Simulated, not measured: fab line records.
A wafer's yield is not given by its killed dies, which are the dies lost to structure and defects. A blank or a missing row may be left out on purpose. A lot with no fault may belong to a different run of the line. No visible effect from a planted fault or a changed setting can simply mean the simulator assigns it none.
Chamber matching / flow n5_finfet / rie_diel-05 running N5_BEOL_M12_DESCUM_33: 4 sister chambers
The step chemistry O2, time 7.9 s. 8 wafers are shown with their chamber, then 9 later ones without.

## EACH WAFER AND ITS CHAMBER
wafer=L082.1; chamber=2; showerhead_plenum_p_Torr (Torr)=2.21; drypump_motor_current_A (A)=5.2
wafer=L082.5; chamber=2; showerhead_plenum_p_Torr (Torr)=2.21; drypump_motor_current_A (A)=5.2
wafer=L087.1; chamber=1; showerhead_plenum_p_Torr (Torr)=2.14; drypump_motor_current_A (A)=5.2
wafer=L086.3; chamber=3; showerhead_plenum_p_Torr (Torr)=2.14; drypump_motor_current_A (A)=5.6
wafer=L086.6; chamber=0; showerhead_plenum_p_Torr (Torr)=1.98; drypump_motor_current_A (A)=6.4
wafer=L090.3; chamber=0; showerhead_plenum_p_Torr (Torr)=1.97; drypump_motor_current_A (A)=6.4
wafer=L090.4; chamber=3; showerhead_plenum_p_Torr (Torr)=2.14; drypump_motor_current_A (A)=5.6
wafer=L090.6; chamber=1; showerhead_plenum_p_Torr (Torr)=2.14; drypump_motor_current_A (A)=5.1

## WAFERS WHOSE CHAMBER IS MISSING
wafer=L092.4; showerhead_plenum_p_Torr (Torr)=2.13; drypump_motor_current_A (A)=5.6
wafer=L092.5; showerhead_plenum_p_Torr (Torr)=2.13; drypump_motor_current_A (A)=5.5
wafer=L092.6; showerhead_plenum_p_Torr (Torr)=1.97; drypump_motor_current_A (A)=6.4
wafer=L094.2; showerhead_plenum_p_Torr (Torr)=2.14; drypump_motor_current_A (A)=5.2
wafer=L094.3; showerhead_plenum_p_Torr (Torr)=2.20; drypump_motor_current_A (A)=5.2
wafer=L094.6; showerhead_plenum_p_Torr (Torr)=2.13; drypump_motor_current_A (A)=5.6
wafer=L097.1; showerhead_plenum_p_Torr (Torr)=2.13; drypump_motor_current_A (A)=5.5
wafer=L097.2; showerhead_plenum_p_Torr (Torr)=2.13; drypump_motor_current_A (A)=5.1
wafer=L097.3; showerhead_plenum_p_Torr (Torr)=1.97; drypump_motor_current_A (A)=6.4

## WHICH CHAMBER EACH WENT THROUGH
wafer=L092.4; from the rows above=3; in truth=3
wafer=L092.5; from the rows above=3; in truth=3
wafer=L092.6; from the rows above=0; in truth=0
wafer=L094.2; from the rows above=1; in truth=1
wafer=L094.3; from the rows above=2; in truth=2
wafer=L094.6; from the rows above=3; in truth=3
wafer=L097.1; from the rows above=3; in truth=3
wafer=L097.2; from the rows above=1; in truth=1
wafer=L097.3; from the rows above=0; in truth=0
9 of 9 placed correctly. From these rows, 0 cannot be placed. 0 placed wrongly.
How it was worked out, from the rows above alone: a wafer's distance from a chamber is the root of the sum, over the readings, of the square of ((its reading less the chamber's mean) divided by the reading's scatter). The wafer belongs to the nearest chamber; if the next one is less than 2 further off, it can't be placed. A chamber's mean is the mean of its shown wafers. How the scatter is found: for the shown wafers, subtract from each reading the mean of its chamber, square and add these, divide the total by (wafers less chambers), then take the root.
